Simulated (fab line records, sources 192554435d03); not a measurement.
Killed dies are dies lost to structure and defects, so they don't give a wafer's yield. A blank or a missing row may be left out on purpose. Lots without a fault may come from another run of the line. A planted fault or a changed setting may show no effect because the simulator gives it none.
fab line records | flow n5_finfet
record lots=6 wafers=18 last_day=17
route steps=1938 shown SD_EPI_P@298 PASSIVATION@1936
lots that met no fault: from a run of the same line without faults
start_h: hours from the record's first day to the start of the lot's first wafer shown | wait_h: hours since the lot's step before | " the same as in the row above | L1.1+2: a row that stands for several wafers | - no value, or no start given | * or withheld: withheld | < > ~ a bound
route shown NAME@n: a module of which the file shows steps, and the number in the route of the first | usual: mean/standard deviation of fault-free wafers | same: alike in all rows | chamber/n: place in a boat | sites: the reading at each site | _std_site: their standard deviation | _edge_site: outer sites' mean less inner sites' | radius_mm: how far each site lies from the wafer's centre | mask NAME#n: copy n | behind: the tool/chamber that last shaped the wafer | hold: why the lot was held/for how many hours/how that ended | device: the transistor (n, p or np) that didn't switch | end of line: the same wafers' tests at the end of the route | a step without rows: its recipe alone | killed: dies lost to structure and defects at the first sort, not the wafer's yield | map: a wafer's dies, x killed, . not, _ none there
set.NAME: the setting as run; set.NAME@STEP: as run at that earlier step | model.NAME: the simulator's own value behind a step, which no gauge read
lots at some steps of the route; a table a step, a row a wafer
services: from which hour (start_h, from the record's first day; less than 0 if before it) a tool's chamber was out of use, for how many hours, and why
## steps
# step N5_SD_EPI_P_EBR_05
# recipe solvent=PGMEA ebr_width_mm=1.5
# step N5_SD_EPI_P_SOFTBAKE_04
# recipe temp_c=110 time_s=60 resist=CAR-ArF-block
# step N5_SD_EPI_P_EXPOSE_06
# recipe mask_id=SD_P_BLK na=1.35 source_shape=conventional sigma_outer=0.8 polarization=unpolarized target_cd_nm=240 dose_mj=39.5
# step N5_SD_EPI_P_PEB_07
# recipe peb_temp_c=110 peb_time_s=60 resist=CAR-ArF-block
# step N5_SD_EPI_P_DEVELOP_08
# recipe develop_time_s=30 developer=TMAH resist=CAR-ArF-block dev_temp_c=23 rinse_liquid=diw dry=air_spin
# step N5_SD_EPI_P_CD_MEAS_09
# recipe target_cd_nm=240 landing_energy_ev=500 detector=se_inlens
# usual cd_nm=240.8/1.1
# columns lot.wafer tool chamber start_h wait_h cd_nm
L253.1 cd_sem-01 0 54.10 - 239.7
L253.2 " 0 " " 238.4
L253.6 " 0 " " 240.1
L260.1 cd_sem-03 0 95.86 - 240.4
L260.3 " 0 " " 239.5
L260.5 " 0 " " 239.1
L268.1 cd_sem-03 0 144.06 - 241.1
L268.3 " 0 " " 241.5
L268.4 " 0 " " 241.4
L271.1 cd_sem-02 0 162.71 - 240.0
L271.4 " 0 " " 239.3
L271.6 " 0 " " 239.6
L275.1 cd_sem-01 0 188.59 - 240.7
L275.2 " 0 " " 240.9
L275.4 " 0 " " 241.0
L276.3 cd_sem-01 0 190.96 - 237.8
L276.4 " 0 " " 240.3
L276.5 " 0 " " 239.0
# step N5_SD_EPI_P_OVL_MEAS_10
# recipe points_per_wafer=44
# usual SD_P_BLK_OVL=-0.6/0.62
# same points_per_wafer=44
# columns lot.wafer tool chamber start_h wait_h SD_P_BLK_OVL[nm]
L253.1 overlay-01 0 54.13 0.0 -0.6
L253.2 " 0 " " -0.1
L253.6 " 0 " " 0.2
L260.1 overlay-02 0 95.89 0.0 0.3
L260.3 " 0 " " -0.3
L260.5 " 0 " " -0.5
L268.1 overlay-01 0 144.09 0.0 -0.6
L268.3 " 0 " " -1.1
L268.4 " 0 " " -1.7
L271.1 overlay-01 0 162.74 0.0 0.1
L271.4 " 0 " " 0.0
L271.6 " 0 " " -1.5
L275.1 overlay-02 0 188.62 0.0 -1.4
L275.2 " 0 " " -1.7
L275.4 " 0 " " -1.3
L276.3 overlay-02 0 190.99 0.0 -0.9
L276.4 " 0 " " -1.5
L276.5 " 0 " " -0.5
# step N5_SD_EPI_P_INSPECT_11
# recipe mode=adi inspect_instrument=macro
# usual raw_defect_count=1.9/1.3
# columns lot.wafer tool chamber start_h wait_h raw_defect_count
L253.1 defect_inspect-02 - 54.15 0.0 1
L253.2 " - " " 1
L253.6 " - " " 2
L260.1 defect_inspect-02 - 95.92 0.0 0
L260.3 " - " " 1
L260.5 " - " " 2
L268.1 defect_inspect-01 - 144.11 0.0 2
L268.3 " - " " 3
L268.4 " - " " 0
L271.1 defect_inspect-01 - 162.76 0.0 2
L271.4 " - " " 2
L271.6 " - " " 1
L275.1 defect_inspect-02 - 188.64 0.0 2
L275.2 " - " " 3
L275.4 " - " " 2
L276.3 defect_inspect-01 - 191.01 0.0 3
L276.4 " - " " 5
L276.5 " - " " 2
# step N5_SD_EPI_P_DESCUM_14
# recipe chemistry=O2 time_s=7.9 source_power_w=50 bias_power_w=20 pressure_mtorr=20 rf_frequency_hz=2.712e+07 temp_c=40 resist=CAR-ArF-block o2_flow_sccm=225
# usual bias_power_w=20.01/0.062 drypump_motor_current_A=5.89/0.25 o2_flow_sccm=224.9/0.6 oes_product_au=0.78/0.082 rf_vpp_V=243.6/1.2 showerhead_plenum_p_Torr=2.11/0.058 throttle_valve_pct=20.32/0.22
# columns lot.wafer tool chamber start_h wait_h bias_power_w drypump_motor_current_A o2_flow_sccm oes_product_au rf_hours_counter_h rf_vpp_V showerhead_plenum_p_Torr throttle_valve_pct
L253.1 rie_diel-03 3 54.19 0.0 20.02 5.81 225.1 0.72 188 245.6 2.18 20.37
L253.2 " 2 " " 20.09 6.02 224.5 0.85 50 244.3 2.11 20.19
L253.6 " 2 " " 20.10 6.04 225.0 0.85 - 243.9 2.11 20.18
L260.1 rie_diel-03 1 95.95 0.0 19.96 5.49 224.4 0.72 181 243.7 2.07 20.64
L260.3 " 0 " " 20.08 5.75 224.8 0.77 141 242.1 2.02 20.52
L260.5 " 0 " " 20.09 5.74 225.6 0.77 - 241.1 2.02 20.53
L268.1 rie_diel-03 2 144.15 0.0 19.91 6.07 224.6 0.82 76 244.7 2.10 20.23
L268.3 " 1 " " 19.84 5.46 225.0 0.71 195 244.2 2.06 20.65
L268.4 " 3 " " 20.00 5.82 225.0 0.71 214 244.2 2.17 20.41
L271.1 rie_diel-03 1 163.17 0.4 19.91 5.50 225.6 0.70 201 242.5 2.06 20.65
L271.4 " 2 " " 20.05 6.02 225.5 0.81 80 242.4 2.10 20.25
L271.6 " 0 " " 20.07 5.75 224.6 0.76 - 241.7 2.01 20.55
L275.1 rie_diel-02 0 188.67 0.0 20.07 5.50 225.5 0.92 20 244.0 2.04 20.18
L275.2 " 1 " " 19.98 5.96 224.4 0.83 65 244.5 2.18 19.99
L275.4 " 3 " " 19.94 6.14 225.4 0.91 12 243.1 2.06 20.14
L276.3 rie_diel-02 3 191.04 0.0 19.99 6.13 224.5 0.92 13 242.9 2.06 20.14
L276.4 " 1 " " 20.01 5.98 225.8 0.83 66 245.1 2.18 20.02
L276.5 " 2 " " 20.07 5.97 223.7 0.74 - 244.5 2.11 20.26
# step N5_SD_EPI_P_ETCH_36
# recipe chemistry=CF4 target=SiARC target_depth_a=455 mask_material=CAR-ArF-block time_s=75.8 ion_energy_ev=80 pressure_mtorr=40 source_w=545 bias_w=36 Ar_flow_sccm=100 cf4_flow_sccm=100 ends=cleared
# usual drypump_motor_current_A=5.89/0.26 etch_rf_on_time_s=74.8/2.7 oes_product_au=0.67/0.069 rf_vpp_V=184.3/1.1 showerhead_plenum_p_Torr=2.16/0.056 throttle_valve_pct=15.55/0.21
# columns lot.wafer tool chamber start_h wait_h drypump_motor_current_A etch_rf_on_time_s oes_product_au rf_hours_counter_h rf_vpp_V showerhead_plenum_p_Torr throttle_valve_pct
L253.1 rie_diel-03 3 54.22 0.0 5.82 78.8 0.62 188 186.4 2.21 15.48
L253.2 " 2 " " 6.03 72.4 0.74 50 184.5 2.19 15.59
L253.6 " 2 " " 6.03 73.0 0.73 - 183.6 2.19 15.57
L260.1 rie_diel-03 1 95.99 0.0 5.47 77.4 0.61 181 184.1 2.12 15.90
L260.3 " 0 " " 5.71 72.9 0.68 141 182.7 2.07 15.67
L260.5 " 0 " " 5.77 72.7 0.67 - 183.3 2.07 15.69
L268.1 rie_diel-03 2 144.18 0.0 6.01 70.7 0.72 76 185.4 2.18 15.63
L268.3 " 1 " " 5.44 77.7 0.60 195 183.1 2.12 15.92
L268.4 " 3 " " 5.83 76.8 0.61 214 184.1 2.20 15.53
L271.1 rie_diel-03 1 163.21 0.0 5.49 78.8 0.59 201 183.1 2.12 15.94
L271.4 " 2 " " 6.01 70.3 0.71 80 184.5 2.18 15.63
L271.6 " 0 " " 5.73 73.5 0.66 - 183.2 2.07 15.74
L275.1 rie_diel-02 0 188.71 0.0 5.46 77.5 0.77 20 184.0 2.12 15.44
L275.2 " 1 " " 5.97 72.5 0.73 65 186.2 2.25 15.35
L275.4 " 3 " " 6.14 72.1 0.80 12 184.1 2.12 15.34
L276.3 rie_diel-02 3 191.08 0.0 6.15 71.5 0.79 13 182.9 2.12 15.34
L276.4 " 1 " " 5.97 72.5 0.71 66 186.0 2.25 15.37
L276.5 " 2 " " 6.00 73.9 0.63 - 183.9 2.13 15.41
# step N5_SD_EPI_P_ETCH_37
# recipe chemistry=N2/H2 target=SOC overetch_a=1080 mask_material=SiARC temp_c=40 ion_energy_ev=100 source_w=3000 bias_w=133 pressure_mtorr=20 time_s=486 n2_flow_sccm=200 h2_flow_sccm=200 ends=end_point
# usual drypump_motor_current_A=5.89/0.26 n2_flow_sccm=200.1/0.61 oes_product_au=0.70/0.067 rf_vpp_V=240.8/1.3 showerhead_plenum_p_Torr=2.56/0.077 throttle_valve_pct=23.66/0.25
# columns lot.wafer tool chamber start_h wait_h drypump_motor_current_A n2_flow_sccm oes_product_au rf_hours_counter_h rf_vpp_V showerhead_plenum_p_Torr throttle_valve_pct
L253.1 rie_diel-03 3 54.28 0.0 5.86 200.7 0.66 188 241.9 2.64 23.62
L253.2 " 2 " " 6.03 199.9 0.74 50 239.7 2.59 23.86
L253.6 " 2 " " 6.05 199.4 0.74 - 240.9 2.59 23.86
L260.1 rie_diel-03 1 96.04 0.0 5.45 199.3 0.64 181 240.3 2.52 23.98
L260.3 " 0 " " 5.72 199.7 0.69 142 240.7 2.43 23.69
L260.5 " 0 " " 5.70 198.9 0.69 - 239.3 2.43 23.67
L268.1 rie_diel-03 2 144.24 0.0 6.02 200.8 0.72 76 240.6 2.58 23.90
L268.3 " 1 " " 5.48 200.6 0.64 196 240.7 2.52 24.01
L268.4 " 3 " " 5.84 200.4 0.64 214 241.0 2.62 23.67
L271.1 rie_diel-03 1 163.26 0.0 5.46 201.3 0.64 201 242.4 2.51 24.02
L271.4 " 2 " " 6.04 200.3 0.72 80 241.7 2.58 23.90
L271.6 " 0 " " 5.76 200.2 0.68 - 238.2 2.42 23.70
L275.1 rie_diel-02 0 188.77 0.0 5.50 200.4 0.81 20 239.8 2.47 23.66
L275.2 " 1 " " 5.96 200.5 0.74 65 242.2 2.67 23.31
L275.4 " 3 " " 6.16 199.7 0.81 12 239.9 2.51 23.92
L276.3 rie_diel-02 3 191.14 0.0 6.15 201.2 0.80 13 240.2 2.51 23.94
L276.4 " 1 " " 5.99 200.5 0.74 67 243.2 2.67 23.32
L276.5 " 2 " " 5.96 199.2 0.66 - 241.3 2.54 23.63
# step N5_SD_EPI_P_STRIP_38
# recipe chemistry=N2/H2 temp_c=40 n2_flow_sccm=200 h2_flow_sccm=200 rf_frequency_hz=6e+07
# step N5_SD_EPI_P_ETCHBACK_46
# recipe chemistry=CH3F/O2 mode=anisotropic_etchback target=SiNx target_depth_a=175 stop_on=SiO2 over_etch_frac=0.3 ion_energy_ev=120 pressure_mtorr=30 source_w=395 bias_w=73 Ar_flow_sccm=150 CH3F_flow_sccm=30 O2_flow_sccm=20
# usual CH3F_flow_sccm=29.99/0.092 drypump_motor_current_A=5.88/0.26 oes_product_au=0.67/0.063 over_etch_frac=0.3/0 rf_vpp_V=295/12 showerhead_plenum_p_Torr=2.01/0.056 throttle_valve_pct=16.27/0.2
# columns lot.wafer tool chamber start_h wait_h CH3F_flow_sccm drypump_motor_current_A oes_product_au over_etch_frac rf_hours_counter_h rf_vpp_V showerhead_plenum_p_Torr throttle_valve_pct model.SiARC_of_SD_EPI_P_COAT_35.thk_nm
L253.1 rie_diel-03 3 54.60 0.0 29.96 5.85 0.63 0.3 188 302 2.05 16.13 15.6
L253.2 " 2 " " 29.90 6.06 0.71 0.3 51 275 2.04 16.25 15
L253.6 " 2 " " 29.91 6.01 0.71 0.3 - 277 2.04 16.28 15
L260.1 rie_diel-03 1 96.37 0.0 29.91 5.44 0.62 0.3 182 307 2.00 16.72 15.2
L260.3 " 0 " " 30.04 5.74 0.66 0.3 142 297 1.92 16.37 14.6
L260.5 " 0 " " 30.12 5.70 0.66 0.3 - 298 1.92 16.38 14.4
L268.1 rie_diel-03 2 144.56 0.0 29.89 6.04 0.61 0.58495 76 276 2.03 16.31 13.8
L268.3 " 1 " " 29.93 5.49 0.55 0.58495 196 308 1.99 16.74 14.6
L268.4 " 3 " " 29.90 5.81 0.55 0.58495 214 302 2.04 16.20 14.6
L271.1 rie_diel-03 1 163.59 0.0 30.23 5.49 0.55 0.58495 201 306 1.99 16.74 14.6
L271.4 " 2 " " 30.03 6.04 0.62 0.58495 81 276 2.03 16.34 13.6
L271.6 " 0 " " 29.90 5.76 0.58 0.58495 - 298 1.92 16.39 13.2
L275.1 rie_diel-02 0 189.09 0.0 30.09 5.47 0.77 0.3 20 305 1.95 16.05 15.2
L275.2 " 1 " " 29.95 5.96 0.71 0.3 66 307 2.11 16.08 14.2
L275.4 " 3 " " 29.89 6.15 0.77 0.3 12 278 1.97 16.06 14.8
L276.3 rie_diel-02 3 191.46 0.0 29.97 6.15 0.77 0.3 13 278 1.97 16.06 14.8
L276.4 " 1 " " 30.12 5.96 0.71 0.3 67 307 2.11 16.06 14.2
L276.5 " 2 " " 29.92 5.96 0.63 0.3 - 284 2.01 16.24 15.2
# step N5_SD_EPI_P_ETCH_47
# recipe chemistry=CH3F/O2 target=SiOCN target_depth_a=250 mask_material=SOC ion_energy_ev=60 bias_w=29 pressure_mtorr=30 source_w=410 Ar_flow_sccm=150 CH3F_flow_sccm=30 O2_flow_sccm=20
# usual CH3F_flow_sccm=30.01/0.083 drypump_motor_current_A=5.88/0.25 oes_product_au=0.78/0.08 rf_vpp_V=127/4.9 showerhead_plenum_p_Torr=2.01/0.056 throttle_valve_pct=16.24/0.2
# columns lot.wafer tool chamber start_h wait_h CH3F_flow_sccm drypump_motor_current_A oes_product_au rf_hours_counter_h rf_vpp_V showerhead_plenum_p_Torr throttle_valve_pct
L253.1 rie_diel-03 3 54.70 0.1 29.86 5.81 0.73 188 130 2.05 16.13
L253.2 " 2 " " 30.17 6.05 0.84 51 119 2.04 16.25
L253.6 " 2 " " 30.10 6.07 0.85 - 118 2.04 16.24
L260.1 rie_diel-03 1 96.47 0.1 29.99 5.45 0.73 182 131 2.00 16.71
L260.3 " 0 " " 30.11 5.74 0.80 142 128 1.92 16.36
L260.5 " 0 " " 30.04 5.72 0.80 - 128 1.92 16.36
L268.1 rie_diel-03 2 144.66 0.1 30.00 6.02 0.81 76 118 2.03 16.30
L268.3 " 1 " " 30.06 5.47 0.71 196 133 1.99 16.72
L268.4 " 3 " " 30.00 5.82 0.71 214 129 2.04 16.17
L271.1 rie_diel-03 1 163.69 0.1 30.07 5.48 0.71 201 132 1.99 16.71
L271.4 " 2 " " 30.04 6.03 0.81 81 119 2.03 16.32
L271.6 " 0 " " 29.97 5.71 0.78 - 129 1.92 16.38
L275.1 rie_diel-02 0 189.19 0.1 30.11 5.44 0.91 20 131 1.95 16.05
L275.2 " 1 " " 29.96 5.96 0.84 66 132 2.11 16.05
L275.4 " 3 " " 30.00 6.16 0.92 12 119 1.97 16.03
L276.3 rie_diel-02 3 191.56 0.1 30.05 6.14 0.91 13 119 1.97 16.03
L276.4 " 1 " " 30.15 5.92 0.83 67 131 2.11 16.06
L276.5 " 2 " " 30.10 5.94 0.73 - 123 2.01 16.20
# step N5_PASSIVATION_PROBE_49
# usual killed_at_M0_to_M3=35/11 killed_at_M4_up=13/5.7 killed_at_contacts=12/5.7 killed_at_front_end=40/11 killed_at_other=4/4.4 killed_dies=105/18 killed_open=68/14 killed_short=34/7.4
# same gross_dies=1180 killed_at_back_side=0
# columns lot.wafer tool chamber start_h wait_h killed_at_M0_to_M3 killed_at_M4_up killed_at_contacts killed_at_front_end killed_at_other killed_dies killed_open killed_short
L253.1 prober-02 - 261.73 0.8 46 6 10 28 3 93 56 35
L253.2 prober-02 - 261.78 0.8 38 9 4 40 9 100 52 45
L253.6 prober-02 - 261.98 1.0 44 16 5 29 10 104 61 39
L260.1 prober-01 - 313.13 0.0 43 8 21 45 1 118 80 33
L260.3 prober-01 - 313.23 0.1 34 13 5 55 2 109 69 36
L260.5 prober-01 - 313.33 0.2 34 19 8 34 1 96 52 38
L268.1 prober-02 - 345.56 0.0 45 25 20 29 3 122 82 36
L268.3 prober-02 - 345.66 0.1 45 23 7 37 1 113 76 37
L268.4 prober-02 - 345.71 0.2 34 8 13 28 8 91 50 38
L271.1 prober-01 - 383.10 0.0 23 16 18 27 1 85 60 24
L271.4 prober-01 - 383.25 0.2 24 17 8 74 0 123 79 34
L271.6 prober-01 - 383.35 0.3 18 15 12 37 2 84 52 30
L275.1 prober-01 - 401.50 0.0 21 10 14 42 4 91 60 29
L275.2 prober-01 - 401.55 0.1 39 12 7 22 4 84 52 30
L275.4 prober-01 - 401.65 0.2 36 16 7 20 1 80 46 32
L276.3 prober-02 - 405.46 0.1 33 8 18 35 4 98 59 30
L276.4 prober-02 - 405.51 0.2 24 19 8 33 4 88 65 23
L276.5 prober-02 - 405.56 0.2 23 7 9 31 8 78 49 23
# killed by level:class
L253.1 MOL_CONTACT_COAG:geometric_particle:open=10 BEOL_M0_SAQP:geometric_particle:short=9 FIN_SAQP:geometric_particle:short=8 BEOL_M0_SAQP:geometric_particle:open=7 BEOL_M1:geometric_particle:open=7 BEOL_M3:geometric_particle:open=7 BEOL_M1:geometric_particle:short=6 BEOL_M2:geometric_particle:open=6
L253.2 STI_FIN_REVEAL:geometric_particle:open=15 FIN_SAQP:geometric_particle:short=11 BEOL_M1:geometric_particle:open=9 BEOL_M1:geometric_particle:short=7 BEOL_M0_SAQP:geometric_particle:short=6 BEOL_M3:geometric_particle:open=5 BEOL_M0_SAQP:geometric_particle:open=4 BEOL_M2:geometric_particle:open=4
L253.6 FIN_SAQP:geometric_particle:short=11 BEOL_M0_SAQP:geometric_particle:short=9 BEOL_M0_SAQP:geometric_particle:open=8 BEOL_M1:geometric_particle:open=8 BEOL_M4:geometric_particle:open=7 BEOL_M2:geometric_particle:open=6 STI_FIN_REVEAL:geometric_particle:open=5 BEOL_M1:geometric_particle:short=5
L260.1 MOL_CONTACT_COAG:geometric_particle:open=17 BEOL_M3:geometric_particle:open=11 FIN_SAQP:geometric_particle:open=10 BEOL_M0_SAQP:geometric_particle:short=10 GATE_CUT:geometric_particle:open=6 STI_FIN_REVEAL:geometric_particle:open=5 BEOL_M0_SAQP:geometric_particle:open=5 BEOL_M1:geometric_particle:open=5
L260.3 FIN_SAQP:geometric_particle:open=15 FIN_SAQP:geometric_particle:short=10 BEOL_M3:geometric_particle:open=9 STI_FIN_REVEAL:geometric_particle:open=7 BEOL_M0_SAQP:geometric_particle:open=6 BEOL_M0_SAQP:geometric_particle:short=6 STI_FIN_REVEAL:geometric_particle:short=5 DUMMY_GATE:geometric_particle:open=5
L260.5 FIN_SAQP:geometric_particle:short=17 BEOL_M3:geometric_particle:open=9 FIN_SAQP:geometric_particle:open=8 BEOL_M0_SAQP:geometric_particle:short=8 MOL_CONTACT_COAG:geometric_particle:open=7 BEOL_M2:geometric_particle:open=6 BEOL_M4:geometric_particle:open=6 GATE_CUT:geometric_particle:short=4
L268.1 MOL_CONTACT_COAG:geometric_particle:open=18 BEOL_M4:geometric_particle:open=12 BEOL_M0_SAQP:geometric_particle:open=12 BEOL_M0_SAQP:geometric_particle:short=10 BEOL_M1:geometric_particle:open=8 STI_FIN_REVEAL:geometric_particle:open=5 FIN_SAQP:geometric_particle:open=4 STARTING-WAFER:geometric_particle:short=4
L268.3 STI_FIN_REVEAL:geometric_particle:open=13 BEOL_M0_SAQP:geometric_particle:open=11 BEOL_M0_SAQP:geometric_particle:short=9 BEOL_M2:geometric_particle:open=8 GATE_CUT:geometric_particle:short=7 BEOL_M4:geometric_particle:open=7 MOL_CONTACT_COAG:geometric_particle:open=6 BEOL_M1:geometric_particle:open=5
L268.4 BEOL_M0_SAQP:geometric_particle:short=12 MOL_CONTACT_COAG:geometric_particle:open=9 BEOL_M0_SAQP:geometric_particle:open=6 BEOL_M1:geometric_particle:open=5 BEOL_M2:geometric_particle:open=5 STI_FIN_REVEAL:geometric_particle:open=4 DUMMY_GATE:geometric_particle:open=4 MOL_CONTACT_COAG:geometric_particle:short=4
L271.1 MOL_CONTACT_COAG:geometric_particle:open=15 FIN_SAQP:geometric_particle:short=6 BEOL_M2:geometric_particle:open=6 BEOL_M0_SAQP:geometric_particle:open=5 BEOL_M4:geometric_particle:open=5 BEOL_M0:geometric_particle:open=4 BEOL_M1:geometric_particle:open=4 STARTING-WAFER:geometric_particle:open=4
L271.4 FIN_SAQP:geometric_particle:open=33 FIN_SAQP:geometric_particle:short=14 FIN_CUT:area_etch=8 MOL_CONTACT_COAG:geometric_particle:open=7 BEOL_M4:geometric_particle:open=7 BEOL_M1:geometric_particle:open=6 BEOL_M0_SAQP:geometric_particle:short=5 BEOL_M2:geometric_particle:open=5
L271.6 FIN_SAQP:geometric_particle:open=9 MOL_CONTACT_COAG:geometric_particle:open=8 FIN_SAQP:geometric_particle:short=7 GATE_CUT:geometric_particle:short=5 BEOL_M0_SAQP:geometric_particle:open=5 BEOL_M2:geometric_particle:open=5 BEOL_M4:geometric_particle:open=5 MOL_CONTACT_COAG:geometric_particle:short=4
L275.1 DUMMY_GATE:geometric_particle:open=11 MOL_CONTACT_COAG:geometric_particle:open=11 FIN_SAQP:geometric_particle:short=5 GATE_CUT:geometric_particle:short=5 STI_FIN_REVEAL:geometric_particle:open=4 DUMMY_GATE:geometric_particle:short=4 GATE_CUT:geometric_particle:open=4 BEOL_M0_SAQP:geometric_particle:open=4
L275.2 STI_FIN_REVEAL:geometric_particle:open=9 BEOL_M0_SAQP:geometric_particle:short=6 BEOL_M1:geometric_particle:open=6 BEOL_M2:geometric_particle:open=6 BEOL_M3:geometric_particle:open=6 MOL_CONTACT_COAG:geometric_particle:open=4 BEOL_M0:geometric_particle:short=4 BEOL_M0:geometric_particle:open=3
L275.4 BEOL_M2:geometric_particle:open=14 GATE_CUT:geometric_particle:short=6 MOL_CONTACT_COAG:geometric_particle:open=6 BEOL_M0:geometric_particle:short=6 BEOL_M4:geometric_particle:short=5 STI_FIN_REVEAL:geometric_particle:open=4 BEOL_M0_SAQP:geometric_particle:short=3 BEOL_M0_SAQP:geometric_particle:open=3
L276.3 BEOL_M3:geometric_particle:open=17 MOL_CONTACT_COAG:geometric_particle:open=15 FIN_CUT:area_etch=6 FIN_SAQP:geometric_particle:short=5 BEOL_M2:geometric_particle:open=5 STARTING-WAFER:geometric_particle:short=4 DUMMY_GATE:geometric_particle:open=3 MOL_CONTACT_COAG:geometric_particle:short=3
L276.4 MOL_CONTACT_COAG:geometric_particle:open=7 BEOL_M0:geometric_particle:open=7 STARTING-WAFER:geometric_particle:open=7 FIN_SAQP:geometric_particle:open=6 STI_FIN_REVEAL:geometric_particle:open=5 BEOL_M2:geometric_particle:open=5 FIN_SAQP:geometric_particle:short=4 DUMMY_GATE:geometric_particle:open=4
L276.5 BEOL_M3:geometric_particle:open=9 STI_FIN_REVEAL:geometric_particle:open=6 FIN_SAQP:geometric_particle:open=5 BEOL_M2:geometric_particle:open=5 MIM_TOP_ETCH:geometric_particle:short=5 HKMG_FIN:area_etch=5 MOL_CONTACT_COAG:geometric_particle:open=4 MOL_CONTACT_COAG:geometric_particle:short=4
## services
# columns tool chamber start_h hours kind
rie_diel-02 3 44.06 5.9 repair
rie_diel-03 0 47.69 2.1 repair
rie_diel-02 0 84.26 23.0 repair
rie_diel-02 0 119.54 - clean
rie_diel-02 0 119.54 - consumable_replace:focus_ring
rie_diel-02 0 119.54 13.2 scheduled_down
rie_diel-02 0 119.54 13.2 vent_cycle
rie_diel-02 3 133.06 - clean
rie_diel-02 3 133.06 - consumable_replace:focus_ring
rie_diel-02 3 133.06 21.0 scheduled_down
rie_diel-02 3 133.06 21.0 vent_cycle
## key
first_sign step=N5_SD_EPI_P_ETCHBACK_46 reading=over_etch_frac direction=up sigmas=99+ usual=0.3 struck=0.58495
effect none on later readings
model_effect step=N5_SD_EPI_P_ETCHBACK_46 value=SiARC_of_SD_EPI_P_COAT_35.thk_nm without=15.07 struck=14.07
met_at N5_SD_EPI_P_ETCHBACK_46
struck_wafers L268.1,L268.3,L268.4,L271.1,L271.4,L271.6
tester_left_out L268,L271
onset_between 96.37 144.56
fault kind=process_parameter_drift tool=rie_diel-03 chamber=- onset_h=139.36 steps=N5_SD_EPI_P_ETCHBACK_46 channel=over_etch_frac offset=0.28495 shape=step end_h=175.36 acts_in=these_recipes_only stated=0.3
# tester_left_out: of these lots the tester's yield and bins aren't shown, on N5 and GAA mostly nor the transistor test; their killed dies are dies lost to structure and defects alone, not to doping, threshold or leakage, so they don't give the yield
